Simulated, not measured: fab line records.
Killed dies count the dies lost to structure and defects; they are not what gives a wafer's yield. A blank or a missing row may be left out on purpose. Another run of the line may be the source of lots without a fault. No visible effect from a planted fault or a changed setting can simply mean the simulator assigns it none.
Chamber matching -- flow n5Finfet -- 4 sister chambers for N5_BEOL_M1_ETCH_74 on rieDiel-01
The step etches underlayer in N2/H2, target depth 6.5 nm, time 5.2 s. 8 wafers are shown with their chamber, then 10 later ones without.

WAFERS PAIRED WITH THEIR CHAMBERS
wafer,chamber,drypumpMotorCurrentA (A),throttleValvePct (%)
L077.2,0,5.7,17.72
L082.5,0,5.7,17.70
L087.1,2,6.2,18.08
L087.2,3,5.5,17.89
L091.2,3,5.4,17.91
L091.6,1,5.5,17.97
L092.1,1,5.5,18.00
L092.2,2,6.3,18.10

WAFERS WITHOUT THEIR CHAMBER
wafer,drypumpMotorCurrentA (A),throttleValvePct (%)
L092.3,5.4,17.91
L093.1,6.3,18.09
L093.2,5.4,17.94
L093.3,5.5,18.00
L094.2,5.4,17.94
L094.3,6.3,18.11
L094.5,5.5,18.00
L097.1,5.5,18.01
L097.3,5.4,17.94
L097.6,5.5,18.01

EACH ONE'S CHAMBER
wafer,from the rows above,in truth
L092.3,3,3
L093.1,2,2
L093.2,can't be placed: 3 or 1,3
L093.3,1,1
L094.2,can't be placed: 3 or 1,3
L094.3,2,2
L094.5,1,1
L097.1,1,1
L097.3,can't be placed: 3 or 1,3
L097.6,1,1
Placed correctly: 7 of 10. From these rows, 3 cannot be placed; in 3 the true chamber is one of the candidates. Placed wrongly: 0.
How it was worked out, from the rows above alone: a wafer's distance from a chamber is the root of the sum, over the readings, of the square of ((its reading less the chamber's mean) divided by the reading's scatter). The wafer belongs to the nearest chamber; if the next one is less than 2 further off, it can't be placed. A chamber's mean is the mean of its shown wafers. The scatter is the square root of a quotient: the sum, over the shown wafers, of each reading's squared deviation from its chamber's mean, divided by wafers minus chambers.
